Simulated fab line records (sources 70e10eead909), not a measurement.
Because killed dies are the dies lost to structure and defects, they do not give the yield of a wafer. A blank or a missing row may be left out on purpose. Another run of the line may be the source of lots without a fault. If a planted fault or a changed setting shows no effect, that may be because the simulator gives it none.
fab line records | flow nand_harc
record: lots: 24 wafers: 72 last_day: 24
route steps=1159 shown A_BLC@978 A_M0@1007
lots untouched by any fault: they come from a run of this same line in which no faults occurred
start_h: hours from the record's opening day to when the first of the lot's shown wafers began | wait_h: hours from the lot's prior step to this one | " identical to the entry in the row above | L1.1+2: one row covering several wafers at once | - no value, or no start was given | * or withheld: withheld | < > ~ a bound
route shown NAME@n: a module of which the file shows steps, and the number in the route of the first | usual: the fault-free wafers' mean and standard deviation | same: alike in all rows | chamber/n: place in a boat | sites: each site's reading | _std_site: standard deviation across them | _edge_site: mean of outer sites minus mean of inner sites | radius_mm: how far each site lies from the wafer's centre | mask NAME#n: copy n | behind: tool/chamber where the wafer was last shaped | hold: what put the lot on hold/how long, in hours/how the hold closed | device: the n, p or np transistor that did not switch | end of line: tests of these same wafers at the route's end | a step without rows: its recipe alone | killed: not the wafer's yield, but the dies lost to structure and defects at the first sort | map: shows each die of a wafer: x if killed, . if not, _ if none is there
set.NAME: setting as actually run; set.NAME@STEP: the setting as run at that earlier step | model.NAME: the simulator's own value behind a step, which no gauge read
a sample of lots followed through the steps of the route, with each step as a table and each wafer as a row
services: a tool's chamber out of use, with start hour (start_h, from the record's first day; less than 0 if before it), hours out, and reason
== steps ==
step: NHARC_A_BLC_ETCH_16
recipe: target_depth_a: 390 over_etch_frac: 0.3 time_s: 65 ion_energy_ev: 80 cf4_flow_sccm: 150 ar_flow_sccm: 0 rf_w: 300 bias_w: 100 chemistry: CF4
usual: drypump_motor_current_A: 5.7/0.39 oes_product_au: 0.999/0.015 rf_vpp_V: 150.9/1 showerhead_plenum_p_Torr: 1.74/0.051 throttle_valve_pct: 13.284/0.0093
same: over_etch_frac: 0.3
columns lot.wafer tool chamber start_h wait_h drypump_motor_current_A oes_product_au rf_hours_counter_h rf_vpp_V showerhead_plenum_p_Torr throttle_valve_pct
L074.3 rie_diel-09 3 380.17 0.1 5.9 0.989 14 150.1 1.74 13.270
L074.1 " 1 " " 5.6 1.007 12 151.2 1.74 13.286
L074.5 " 3 " " 5.9 0.990 - 150.3 1.74 13.290
L075.1 rie_diel-06 3 395.70 0.1 5.9 1.005 14 150.2 1.67 13.273
L075.3 " 0 " " 4.8 0.997 14 152.3 1.81 13.286
L075.2 " 1 " " 5.9 1.008 14 152.2 1.81 13.269
L076.2 rie_diel-09 2 401.04 0.1 6.1 0.985 14 150.2 1.73 13.272
L076.3 " 3 " " 5.9 0.988 16 150.6 1.74 13.289
L076.6 " 1 " " 5.6 1.010 - 151.0 1.74 13.282
L077.3 rie_diel-06 2 402.76 0.1 5.8 0.994 14 150.7 1.75 13.279
L077.1 " 0 " " 4.7 1.005 14 151.7 1.81 13.282
L077.2 " 1 " " 6.0 1.014 15 152.5 1.81 13.285
L078.1 rie_diel-09 0 407.60 0.1 5.8 0.980 16 149.8 1.69 13.291
L078.6 " 3 " " 5.9 0.988 - 150.8 1.74 13.283
L078.4 " 0 " " 5.8 0.983 - 150.0 1.69 13.288
L082.2 rie_diel-02 0 424.40 0.1 5.8 1.013 27 150.3 1.69 13.293
L082.5 " 2 " " 5.3 0.997 - 150.8 1.70 13.276
L082.6 " 3 " " 5.2 1.019 - 151.5 1.73 13.291
L079.3 rie_diel-09 1 429.75 0.1 5.5 1.018 17 151.0 1.74 13.287
L079.4 " 2 " " 6.1 0.986 18 149.7 1.73 13.293
L079.6 " 0 " " 5.7 1.000 - 151.5 1.69 13.295
L080.4 rie_diel-02 3 431.73 0.1 5.2 1.026 34 150.7 1.73 13.284
L080.1 " 1 " " 6.0 1.001 33 150.2 1.64 13.287
L080.5 " 0 " " 5.9 1.002 - 150.6 1.69 13.283
L081.2 rie_diel-06 1 437.02 0.1 5.9 0.992 1 153.4 1.81 13.278
L081.1 " 2 " " 5.8 1.022 1 149.3 1.75 13.280
L081.4 " 3 " " 5.9 0.991 1 149.0 1.67 13.280
L085.3 rie_diel-06 2 448.17 0.1 5.8 1.018 2 152.1 1.75 13.306
L085.2 " 0 " " 4.8 1.013 2 153.3 1.81 13.268
L085.6 " 2 " " 5.8 1.009 - 151.8 1.75 13.287
L084.3 rie_diel-02 2 448.49 0.1 5.3 1.011 41 149.9 1.70 13.283
L084.4 " 0 " " 5.9 1.019 36 150.7 1.69 13.304
L084.5 " 2 " " 5.3 1.010 - 148.0 1.70 13.280
L087.1 rie_diel-09 3 452.64 0.1 5.9 1.002 1 150.9 1.74 13.274
L087.6 " 2 " " 6.1 0.974 - 151.3 1.73 13.276
L087.5 " 0 " " 5.8 0.982 - 148.8 1.69 13.280
L086.3 rie_diel-06 2 453.37 0.1 5.8 1.010 2 151.3 1.75 13.273
L086.2 " 3 " " 5.9 0.996 3 149.0 1.67 13.287
L086.5 " 2 " " 5.8 1.012 - 150.8 1.75 13.289
L083.4 rie_diel-06 2 456.30 0.1 5.8 1.011 3 151.3 1.75 13.295
L083.5 " 0 " " 4.8 1.009 - 151.8 1.81 13.288
L083.6 " 1 " " 5.9 0.982 - 150.9 1.81 13.306
L089.1 rie_diel-09 0 469.39 0.1 5.8 0.974 3 149.7 1.69 13.285
L089.3 " 1 " " 5.6 1.008 3 149.7 1.74 13.297
L089.4 " 2 " " 6.1 0.974 3 150.1 1.73 13.279
L088.2 rie_diel-06 1 470.11 0.1 5.9 0.978 5 152.1 1.81 13.287
L088.4 " 2 " " 5.8 1.019 5 151.8 1.75 13.276
L088.1 " 0 " " 4.8 1.011 5 152.5 1.81 13.299
L090.4 rie_diel-06 3 494.95 0.1 5.9 0.990 7 149.8 1.67 13.285
L090.6 " 3 " " 5.9 1.000 - 151.7 1.67 13.275
L090.5 " 0 " " 4.8 1.012 - 151.2 1.81 13.279
L092.4 rie_diel-09 3 496.70 0.1 5.9 0.998 6 151.0 1.74 13.299
L092.5 " 1 " " 5.5 1.000 - 150.5 1.74 13.284
L092.6 " 2 " " 6.1 0.974 - 150.6 1.73 13.291
L093.3 rie_diel-06 1 497.21 0.1 5.9 0.991 8 151.1 1.81 13.282
L093.2 " 2 " " 5.8 1.017 7 150.7 1.75 13.291
L093.1 " 3 " " 5.9 0.999 8 149.7 1.67 13.293
L094.1 rie_diel-06 3 498.72 0.1 5.9 0.998 8 150.8 1.67 13.290
L094.2 " 0 " " 4.8 1.017 8 151.6 1.81 13.304
L094.3 " 1 " " 5.9 0.994 8 151.4 1.81 13.276
L091.2 rie_diel-06 3 505.03 0.1 5.9 1.016 9 150.3 1.67 13.287
L091.4 " 0 " " 4.8 1.007 9 152.0 1.81 13.281
L091.5 " 1 " " 5.9 1.001 - 150.5 1.81 13.274
L096.1 rie_diel-09 3 526.27 0.1 5.9 0.990 8 151.3 1.74 13.278
L096.4 " 1 " " 5.6 1.006 9 150.1 1.74 13.279
L096.6 " 0 " " 5.8 0.966 - 151.8 1.69 13.273
L095.4 rie_diel-06 2 528.58 0.1 5.8 1.024 11 151.4 1.74 13.292
L095.3 " 3 " " 5.9 0.999 11 149.2 1.66 13.291
L095.6 " 3 " " 5.9 0.998 - 149.7 1.67 13.269
L097.1 rie_diel-06 3 538.02 0.1 5.8 1.000 12 151.1 1.66 13.294
L097.4 " 1 " " 5.9 0.993 12 151.6 1.81 13.290
L097.5 " 2 " " 5.8 1.009 - 150.8 1.74 13.284
step: NHARC_A_BLC_STRIP_21
recipe: o2_flow_sccm: 500 ar_flow_sccm: 0 bias_w: 0 chemistry: O2
usual: drypump_motor_current_A: 5.7/0.37 oes_product_au: 0.997/0.017 rf_vpp_V: 57.5/0.74 showerhead_plenum_p_Torr: 3.45/0.098 throttle_valve_pct: 17.037/0.0089
columns lot.wafer tool chamber start_h wait_h drypump_motor_current_A oes_product_au rf_hours_counter_h rf_vpp_V showerhead_plenum_p_Torr throttle_valve_pct
L074.1 rie_diel-09 0 381.24 0.1 5.8 1.003 14 57.7 3.37 17.042
L074.3 " 1 " " 5.6 1.003 13 57.3 3.48 17.039
L074.5 " 0 " " 5.8 0.981 - 57.8 3.37 17.049
L075.3 rie_diel-09 3 396.77 0.1 5.9 0.971 16 57.5 3.47 17.036
L075.2 " 0 " " 5.8 0.987 15 57.0 3.37 17.026
L075.1 " 1 " " 5.6 1.020 14 57.7 3.48 17.050
L076.2 rie_diel-06 3 402.10 0.1 5.9 0.995 14 56.9 3.33 17.018
L076.3 " 0 " " 4.8 1.010 14 57.9 3.61 17.038
L076.6 " 3 " " 5.9 0.993 - 57.3 3.33 17.030
L077.2 rie_diel-09 3 403.82 0.1 5.9 0.987 17 57.9 3.47 17.025
L077.1 " 1 " " 5.6 1.017 14 57.3 3.48 17.048
L077.3 " 2 " " 6.1 0.973 15 57.1 3.45 17.042
L078.4 rie_diel-06 3 408.82 0.1 5.9 1.002 14 57.5 3.33 17.048
L078.1 " 1 " " 5.9 1.012 15 58.2 3.62 17.023
L078.6 " 3 " " 5.9 1.000 - 57.1 3.33 17.029
L082.2 rie_diel-09 2 425.49 0.1 6.2 0.980 18 57.0 3.45 17.049
L082.5 " 2 " " 6.2 0.982 - 57.3 3.45 17.042
L082.6 " 3 " " 5.9 0.983 - 58.6 3.47 17.042
L079.3 rie_diel-06 1 430.82 0.1 5.9 0.978 0 57.2 3.62 17.021
L079.4 " 2 " " 5.8 1.008 0 56.6 3.49 17.024
L079.6 " 0 " " 4.8 1.003 - 58.3 3.61 17.047
L080.1 rie_diel-06 3 432.99 0.2 5.9 0.985 1 56.3 3.33 17.040
L080.4 " 1 " " 5.9 0.981 - 58.6 3.62 17.042
L080.5 " 2 " " 5.8 1.022 - 57.0 3.49 17.041
L081.4 rie_diel-06 0 438.09 0.1 4.8 1.002 1 57.0 3.61 17.033
L081.2 " 1 " " 6.0 0.983 1 58.4 3.62 17.044
L081.1 " 2 " " 5.8 1.014 1 57.5 3.49 17.032
L085.2 rie_diel-06 1 449.23 0.1 5.9 0.988 2 58.2 3.62 17.032
L085.3 " 0 " " 4.8 1.000 2 58.2 3.61 17.029
L085.6 " 1 " " 5.9 0.992 - 58.5 3.62 17.034
L084.3 rie_diel-02 2 449.57 0.1 5.3 1.009 41 56.1 3.38 17.032
L084.4 " 3 " " 5.2 1.037 41 59.4 3.44 17.032
L084.5 " 0 " " 5.9 1.012 - 58.4 3.37 17.042
L087.1 rie_diel-09 1 453.82 0.1 5.6 1.006 1 57.2 3.48 17.040
L087.5 " 1 " " 5.6 1.010 - 58.6 3.48 17.038
L087.6 " 0 " " 5.8 0.974 - 57.7 3.37 17.036
L086.3 rie_diel-09 0 454.45 0.1 5.8 0.984 1 57.7 3.37 17.034
L086.2 " 1 " " 5.6 1.020 1 56.4 3.48 17.030
L086.5 " 1 " " 5.6 1.026 - 57.6 3.48 17.027
L083.4 rie_diel-09 0 457.41 0.1 5.8 0.977 - 56.4 3.37 17.037
L083.5 " 1 " " 5.6 1.006 - 57.9 3.48 17.020
L083.6 " 2 " " 6.1 0.971 - 57.4 3.45 17.049
L089.1 rie_diel-02 3 470.68 0.2 5.2 1.036 46 57.2 3.44 17.039
L089.4 " 0 " " 5.9 1.015 42 57.4 3.37 17.048
L089.3 " 1 " " 6.0 1.007 47 56.0 3.27 17.044
L088.1 rie_diel-09 3 471.19 0.1 5.9 1.008 3 57.9 3.47 17.045
L088.4 " 0 " " 5.8 0.978 4 56.7 3.37 17.037
L088.2 " 1 " " 5.6 1.024 3 56.4 3.48 17.028
L090.4 rie_diel-09 1 496.04 0.1 5.6 1.010 7 57.0 3.47 17.030
L090.5 " 2 " " 6.1 0.974 - 57.1 3.45 17.041
L090.6 " 3 " " 5.9 0.999 - 57.6 3.46 17.046
L092.4 rie_diel-02 3 497.77 0.1 5.2 1.038 52 57.1 3.43 17.040
L092.6 " 0 " " 5.8 1.020 - 57.8 3.36 17.050
L092.5 " 1 " " 6.0 1.010 - 57.1 3.27 17.044
L093.2 rie_diel-09 0 498.27 0.1 5.8 0.976 7 57.9 3.36 17.046
L093.1 " 1 " " 5.5 1.006 7 57.9 3.47 17.057
L093.3 " 2 " " 6.2 0.983 8 58.8 3.45 17.041
L094.3 rie_diel-06 2 499.78 0.1 5.8 1.025 8 56.8 3.48 17.039
L094.1 " 0 " " 4.8 1.009 8 58.2 3.61 17.037
L094.2 " 1 " " 5.9 0.993 8 58.6 3.61 17.037
L091.4 rie_diel-09 3 506.10 0.1 5.9 0.986 7 58.0 3.46 17.034
L091.2 " 0 " " 5.8 0.967 8 58.5 3.36 17.046
L091.5 " 3 " " 5.9 0.993 - 56.8 3.46 17.036
L096.4 rie_diel-06 1 527.36 0.1 5.9 0.987 11 58.2 3.61 17.046
L096.1 " 2 " " 5.8 1.021 11 55.7 3.48 17.030
L096.6 " 1 " " 5.9 0.992 - 58.0 3.61 17.037
L095.4 rie_diel-06 3 529.64 0.1 5.9 1.004 11 57.6 3.32 17.038
L095.3 " 1 " " 5.9 0.992 12 57.2 3.61 17.044
L095.6 " 3 " " 5.9 1.008 - 57.7 3.32 17.044
L097.1 rie_diel-06 1 539.10 0.1 5.9 0.988 12 57.7 3.61 17.041
L097.4 " 2 " " 5.8 1.013 12 57.9 3.48 17.015
L097.5 " 3 " " 5.9 1.007 - 58.0 3.32 17.031
step: NHARC_A_BLC_DEGAS_30
recipe: temp_c: 300 time_s: 60
usual: heater_power_w: 496/65
columns lot.wafer tool chamber start_h wait_h heater_power_w
L074.1 pvd_sputter-03 - 381.66 - 483
L074.3 " - " " 546
L074.5 " - " " 454
L075.1 pvd_sputter-01 - 397.19 - 473
L075.2 " - " " 621
L075.3 " - " " 401
L076.3 pvd_sputter-03 - 402.54 - 461
L076.2 " - " " 548
L076.6 " - " " 439
L077.1 pvd_sputter-01 - 404.26 - 504
L077.3 " - " " 620
L077.2 " - " " 475
L078.1 pvd_sputter-03 - 409.25 - 469
L078.4 " - " " 555
L078.6 " - " " 471
L082.2 pvd_sputter-01 - 425.92 - 512
L082.6 " - " " 475
L082.5 " - " " 500
L079.4 pvd_sputter-03 - 431.24 - 497
L079.3 " - " " 445
L079.6 " - " " 549
L080.4 pvd_sputter-01 - 433.42 - 472
L080.1 " - " " 515
L080.5 " - " " 640
L081.4 pvd_sputter-01 - 438.73 - 629
L081.1 " - " " 480
L081.2 " - " " 516
L085.2 pvd_sputter-03 - 449.66 - 451
L085.3 " - " " 468
L085.6 " - " " 432
L084.3 pvd_sputter-01 - 449.97 - 405
L084.4 " - " " 509
L084.5 " - " " 488
L087.1 pvd_sputter-03 - 454.29 - 561
L087.6 " - " " 495
L087.5 " - " " 441
L086.3 pvd_sputter-03 - 454.89 - 442
L086.2 " - " " 547
L086.5 " - " " 441
L083.4 pvd_sputter-03 - 457.85 - 449
L083.5 " - " " 462
L083.6 " - " " 555
L089.3 pvd_sputter-01 - 471.09 - 397
L089.1 " - " " 474
L089.4 " - " " 513
L088.1 pvd_sputter-03 - 471.61 - 465
L088.2 " - " " 554
L088.4 " - " " 500
L090.4 pvd_sputter-01 - 496.45 - 397
L090.6 " - " " 500
L090.5 " - " " 628
L092.4 pvd_sputter-01 - 498.17 - 396
L092.6 " - " " 627
L092.5 " - " " 406
L093.3 pvd_sputter-03 - 498.69 - 464
L093.1 " - " " 545
L093.2 " - " " 449
L094.2 pvd_sputter-01 - 500.19 - 513
L094.3 " - " " 632
L094.1 " - " " 487
L091.2 pvd_sputter-01 - 506.51 - 619
L091.4 " - " " 396
L091.5 " - " " 628
L096.1 pvd_sputter-03 - 527.79 - 483
L096.4 " - " " 474
L096.6 " - " " 482
L095.4 pvd_sputter-02 - 530.08 - 399
L095.3 " - " " 455
L095.6 " - " " 416
L097.4 pvd_sputter-03 - 539.51 - 572
L097.1 " - " " 478
L097.5 " - " " 483
step: NHARC_A_BLC_CVD_24
recipe: target_thk_a: 1500 temp_c: 300 pressure_torr: 40 wf6_flow_sccm: 40 h2_flow_sccm: 1600 ar_flow_sccm: 1560 time_s: 434 material: W
usual: heater_power_w: 467/41 throttle_valve_pct: 8.04/0.2
columns lot.wafer tool chamber start_h wait_h heater_power_w throttle_valve_pct
L074.1 cvd_w-01 1 - - 439 7.95
L074.3 " 0 " " 534 8.18
L074.5 " 1 " " 443 8.19
L075.2 cvd_w-02 1 - - 432 7.94
L075.1 " 0 " " 464 7.75
L075.3 " 1 " " 426 7.84
L076.2 cvd_w-01 0 - - 525 8.32
L076.3 " 0 " " 541 8.24
L076.6 " 1 " " 447 8.23
L077.1 cvd_w-01 1 - - 448 8.18
L077.2 " 0 " " 546 8.12
L077.3 " 0 " " 538 8.37
L078.1 cvd_w-01 1 - - 444 8.09
L078.4 " 0 " " 531 8.17
L078.6 " 0 " " 555 8.23
L082.2 cvd_w-02 0 - - 453 7.84
L082.6 " 0 " " 451 7.86
L082.5 " 1 " " 437 8.16
L079.4 cvd_w-02 0 - - 463 8.02
L079.3 " 1 " " 441 7.94
L079.6 " 1 " " 435 8.13
L080.1 cvd_w-01 1 - - 448 8.37
L080.4 " 0 " " 544 8.50
L080.5 " 1 " " 457 8.18
L081.2 cvd_w-01 0 - - 546 8.13
L081.1 " 1 " " 442 7.92
L081.4 " 0 " " 537 8.09
L085.2 cvd_w-02 0 - - 453 7.62
L085.3 " 0 " " 449 7.93
L085.6 " 1 " " 454 8.02
L084.4 cvd_w-01 1 - - 448 8.30
L084.3 " 0 " " 537 8.24
L084.5 " 1 " " 443 8.08
L087.1 cvd_w-02 1 - - 430 7.82
L087.6 " 1 " " 439 7.90
L087.5 " 0 " " 460 7.76
L086.2 cvd_w-01 1 - - 452 7.95
L086.3 " 1 " " 447 8.19
L086.5 " 1 " " 440 8.35
L083.4 cvd_w-01 0 - - 544 8.23
L083.6 " 0 " " 540 8.51
L083.5 " 1 " " 450 7.98
L089.1 cvd_w-01 1 - - 443 8.08
L089.4 " 1 " " 445 8.31
L089.3 " 0 " " 537 8.43
L088.2 cvd_w-02 1 - - 422 7.99
L088.1 " 0 " " 460 7.65
L088.4 " 0 " " 465 7.84
L090.4 cvd_w-02 0 - - 459 8.05
L090.5 " 1 " " 439 7.85
L090.6 " 0 " " 454 7.82
L092.4 cvd_w-02 1 - - 434 8.34
L092.5 " 1 " " 436 7.85
L092.6 " 0 " " 459 7.91
L093.2 cvd_w-02 1 - - 437 8.18
L093.1 " 0 " " 456 7.77
L093.3 " 1 " " 432 7.96
L094.1 cvd_w-02 1 - - 439 7.99
L094.2 " 0 " " 452 7.68
L094.3 " 0 " " 456 7.75
L091.2 cvd_w-02 0 - - 465 7.83
L091.4 " 0 " " 457 7.92
L091.5 " 0 " " 463 7.94
L096.1 cvd_w-02 0 - - 470 8.07
L096.4 " 1 " " 423 7.66
L096.6 " 1 " " 426 8.20
L095.3 cvd_w-02 1 - - 428 7.89
L095.4 " 0 " " 445 7.88
L095.6 " 0 " " 463 7.89
L097.1 cvd_w-01 0 - - 518 8.03
L097.4 " 0 " " 522 8.10
L097.5 " 0 " " 549 7.84
step: NHARC_A_M0_DESCUM_14
recipe: time_s: 3 o2_flow_sccm: 200 ar_flow_sccm: 0 bias_power_w: 0 chemistry: O2
usual: drypump_motor_current_A: 5.7/0.41 oes_product_au: 0.996/0.0098 rf_vpp_V: 57.8/1 showerhead_plenum_p_Torr: 1.93/0.084 throttle_valve_pct: 11.311/0.0099
columns lot.wafer tool chamber start_h wait_h drypump_motor_current_A oes_product_au rf_hours_counter_h rf_vpp_V showerhead_plenum_p_Torr throttle_valve_pct
L074.3 rie_diel-04 2 384.11 0.1 5.8 0.999 6 59.2 1.91 11.304
L074.1 " 1 " " 6.4 0.981 6 57.4 2.06 11.304
L074.5 " 3 " " 5.4 0.984 - 58.9 1.80 11.309
L075.2 rie_diel-11 0 402.28 0.1 5.6 1.002 2 59.9 1.85 11.316
L075.1 " 1 " " 6.0 0.986 2 58.4 1.96 11.307
L075.3 " 2 " " 5.8 0.997 2 57.9 1.94 11.317
L076.2 rie_diel-11 2 408.29 0.1 5.8 1.004 3 57.1 1.94 11.316
L076.3 " 3 " " 5.8 1.016 3 58.2 1.97 11.319
L076.6 " 2 " " 5.8 1.003 - 59.3 1.94 11.319
L077.2 rie_diel-11 1 409.39 0.1 6.0 0.993 3 56.7 1.96 11.308
L077.3 " 2 " " 5.8 1.003 3 57.5 1.94 11.324
L077.1 " 0 " " 5.5 0.983 3 57.5 1.85 11.324
L078.1 rie_diel-11 1 411.73 0.1 6.0 0.985 3 56.4 1.96 11.298
L078.4 " 2 " " 5.8 1.004 3 58.4 1.94 11.318
L078.6 " 0 " " 5.6 0.997 - 56.0 1.85 11.319
L082.2 rie_diel-04 3 430.44 0.1 5.4 0.987 9 58.9 1.80 11.320
L082.6 " 1 " " 6.4 0.982 - 57.5 2.05 11.325
L082.5 " 2 " " 5.8 1.000 - 57.4 1.91 11.317
L079.4 rie_diel-04 0 434.08 0.1 5.1 0.997 10 57.5 1.89 11.310
L079.3 " 2 " " 5.7 1.012 11 58.2 1.91 11.311
L079.6 " 0 " " 5.1 0.986 - 57.8 1.89 11.299
L080.4 rie_diel-11 1 435.86 0.1 6.0 0.986 3 57.0 1.96 11.301
L080.1 " 2 " " 5.8 1.002 4 57.7 1.94 11.323
L080.5 " 2 " " 5.8 1.001 - 58.2 1.94 11.309
L081.2 rie_diel-07 1 448.23 0.1 5.6 0.998 3 59.5 2.03 11.320
L081.1 " 3 " " 6.5 1.002 2 58.2 2.03 11.324
L081.4 " 0 " " 5.2 1.009 2 54.9 1.80 11.304
L085.3 rie_diel-04 2 452.03 0.1 5.7 0.996 12 57.3 1.91 11.307
L085.2 " 3 " " 5.4 0.978 11 57.7 1.80 11.292
L085.6 " 1 " " 6.4 0.985 - 59.2 2.05 11.324
L084.3 rie_diel-11 0 452.46 0.1 5.6 1.011 6 56.6 1.85 11.330
L084.4 " 1 " " 6.0 0.998 5 58.7 1.96 11.305
L084.5 " 3 " " 5.7 1.010 - 57.6 1.97 11.320
L087.1 rie_diel-07 1 456.82 0.1 5.6 0.994 3 58.0 2.03 11.318
L087.5 " 2 " " 4.9 1.000 - 58.5 2.04 11.302
L087.6 " 3 " " 6.4 0.992 - 58.9 2.03 11.327
L086.2 rie_diel-04 2 457.38 0.1 5.7 1.000 13 57.9 1.91 11.318
L086.3 " 3 " " 5.4 0.992 11 56.9 1.80 11.301
L086.5 " 2 " " 5.8 0.998 - 56.8 1.91 11.310
L083.4 rie_diel-04 3 460.48 0.1 5.4 0.993 11 56.6 1.80 11.319
L083.6 " 3 " " 5.4 0.989 - 57.5 1.80 11.315
L083.5 " 0 " " 5.1 0.995 - 56.9 1.89 11.319
L089.3 rie_diel-07 0 475.80 0.1 5.2 1.003 4 59.3 1.80 11.317
L089.4 " 1 " " 5.6 0.998 4 58.5 2.03 11.310
L089.1 " 3 " " 6.4 0.994 5 57.8 2.03 11.310
L088.1 rie_diel-11 3 476.59 0.1 5.8 0.999 9 58.2 1.97 11.316
L088.2 " 1 " " 6.0 0.993 7 56.5 1.96 11.310
L088.4 " 2 " " 5.8 1.004 - 55.6 1.94 11.317
L090.4 rie_diel-04 2 503.68 0.1 5.7 0.979 2 57.3 1.91 11.308
L090.5 " 0 " " 5.2 0.981 - 56.9 1.89 11.323
L090.6 " 1 " " 6.4 0.996 - 58.8 2.05 11.316
L092.4 rie_diel-04 3 504.12 0.1 5.4 0.987 2 56.2 1.80 11.319
L092.5 " 2 " " 5.8 0.983 - 57.1 1.91 11.320
L092.6 " 3 " " 5.4 0.978 - 57.3 1.80 11.323
L093.3 rie_diel-04 2 504.53 0.1 5.7 0.986 2 58.4 1.91 11.299
L093.2 " 3 " " 5.4 0.984 2 59.6 1.80 11.318
L093.1 " 0 " " 5.2 0.982 2 57.5 1.89 11.319
L094.2 rie_diel-11 1 505.60 0.1 6.0 0.987 8 58.9 1.96 11.313
L094.1 " 2 " " 5.8 0.998 10 57.4 1.94 11.319
L094.3 " 3 " " 5.7 0.998 11 57.3 1.97 11.301
L091.2 rie_diel-04 2 515.83 0.1 5.8 0.984 3 57.4 1.91 11.311
L091.4 " 0 " " 5.1 0.988 3 57.4 1.89 11.307
L091.5 " 2 " " 5.8 0.995 - 55.9 1.91 11.311
L096.4 rie_diel-11 1 530.30 0.1 5.9 1.001 12 57.3 1.96 11.298
L096.1 " 2 " " 5.8 0.998 13 57.1 1.94 11.296
L096.6 " 0 " " 5.5 1.002 - 59.1 1.84 11.308
L095.3 rie_diel-07 1 532.87 0.1 5.6 1.000 8 59.7 2.03 11.316
L095.4 " 2 " " 4.9 1.001 8 57.1 2.04 11.316
L095.6 " 1 " " 5.6 1.009 - 58.6 2.03 11.313
L097.4 rie_diel-07 2 544.75 0.1 5.0 1.009 9 58.1 2.04 11.308
L097.1 " 3 " " 6.4 1.007 9 58.2 2.02 11.304
L097.5 " 0 " " 5.2 1.020 - 57.4 1.80 11.306
step: NHARC_A_M0_THK_MEAS_24
recipe: thk_meas_gauge: xrf
usual: thk_nm: 114.0/1.5
columns lot.wafer tool chamber start_h wait_h thk_nm
L074.1 film_metro-02 - 386.93 - 115.5
L074.3 " - " " 112.9
L074.5 " - " " 114.6
L075.1 film_metro-01 - 404.62 - 116.8
L075.2 " - " " 113.8
L075.3 " - " " 119.4
L076.2 film_metro-01 - 410.65 - 115.7
L076.3 " - " " 114.0
L076.6 " - " " 115.2
L077.1 film_metro-01 - 411.70 - 113.4
L077.2 " - " " 116.0
L077.3 " - " " 112.2
L078.1 film_metro-01 - 414.10 - 111.5
L078.4 " - " " 113.8
L078.6 " - " " 109.6
L082.2 film_metro-02 - 432.74 - 114.2
L082.5 " - " " 113.1
L082.6 " - " " 114.0
L079.3 film_metro-02 - 436.60 - 114.0
L079.4 " - " " 116.6
L079.6 " - " " 113.2
L080.1 film_metro-02 - 438.16 - 115.7
L080.4 " - " " 115.4
L080.5 " - " " 112.4
L081.1 film_metro-02 - 450.54 - 113.3
L081.2 " - " " 115.0
L081.4 " - " " 111.8
L085.2 film_metro-01 - 454.33 - 115.7
L085.3 " - " " 114.8
L085.6 " - " " 113.0
L084.3 film_metro-01 - 454.77 - 111.7
L084.4 " - " " 112.9
L084.5 " - " " 112.9
L087.1 film_metro-01 - 459.14 - 115.8
L087.5 " - " " 113.2
L087.6 " - " " 115.0
L086.2 film_metro-02 - 459.72 - 113.6
L086.3 " - " " 114.7
L086.5 " - " " 113.9
L083.4 film_metro-01 - 462.81 - 113.1
L083.5 " - " " 113.5
L083.6 " - " " 114.1
L089.1 film_metro-02 - 478.16 - 115.3
L089.3 " - " " 115.0
L089.4 " - " " 110.8
L088.1 film_metro-02 - 479.04 - 114.4
L088.2 " - " " 113.4
L088.4 " - " " 113.8
L090.4 film_metro-02 - 505.98 - 113.6
L090.5 " - " " 114.1
L090.6 " - " " 114.9
L092.4 film_metro-02 - 506.43 - 114.4
L092.5 " - " " 114.4
L092.6 " - " " 113.2
L093.1 film_metro-02 - 506.91 - 115.6
L093.2 " - " " 112.7
L093.3 " - " " 113.9
L094.1 film_metro-02 - 507.96 - 115.0
L094.2 " - " " 113.9
L094.3 " - " " 116.4
L091.2 film_metro-01 - 518.15 - 115.3
L091.4 " - " " 114.3
L091.5 " - " " 116.6
L096.1 film_metro-02 - 532.61 - 113.0
L096.4 " - " " 112.4
L096.6 " - " " 114.7
L095.3 film_metro-01 - 535.28 - 109.8
L095.4 " - " " 114.1
L095.6 " - " " 112.0
L097.1 film_metro-01 - 547.19 - 115.1
L097.4 " - " " 114.3
L097.5 " - " " 114.9
== services ==
columns tool chamber start_h hours kind
cvd_w-01 - 361.60 0.8 repair
rie_diel-11 - 366.56 9.0 pm
cvd_w-02 - 379.01 13.0 pm
rie_diel-02 0 383.46 2.1 repair
pvd_sputter-03 - 385.16 5.4 repair
rie_diel-02 - 388.79 0.9 repair
rie_diel-09 1 405.88 2.4 repair
rie_diel-06 - 418.29 9.0 pm
pvd_sputter-01 - 422.67 2.7 repair
rie_diel-11 1 426.77 4.2 repair
rie_diel-09 - 431.10 9.0 pm
pvd_sputter-03 - 432.20 14.7 repair
rie_diel-06 0 432.63 3.1 repair
rie_diel-09 1 449.71 3.0 repair
rie_diel-04 - 466.05 9.0 pm
rie_diel-11 0 471.24 8.1 repair
cvd_w-01 - 479.89 13.0 pm
rie_diel-06 - 492.24 0.6 repair
pvd_sputter-03 - 500.41 9.1 repair
pvd_sputter-03 - 509.99 10.0 pm
rie_diel-11 1 527.57 1.6 repair
rie_diel-06 2 540.28 15.6 repair
rie_diel-11 3 542.71 10.7 repair
rie_diel-11 - 543.56 9.0 pm
== key ==
fault none
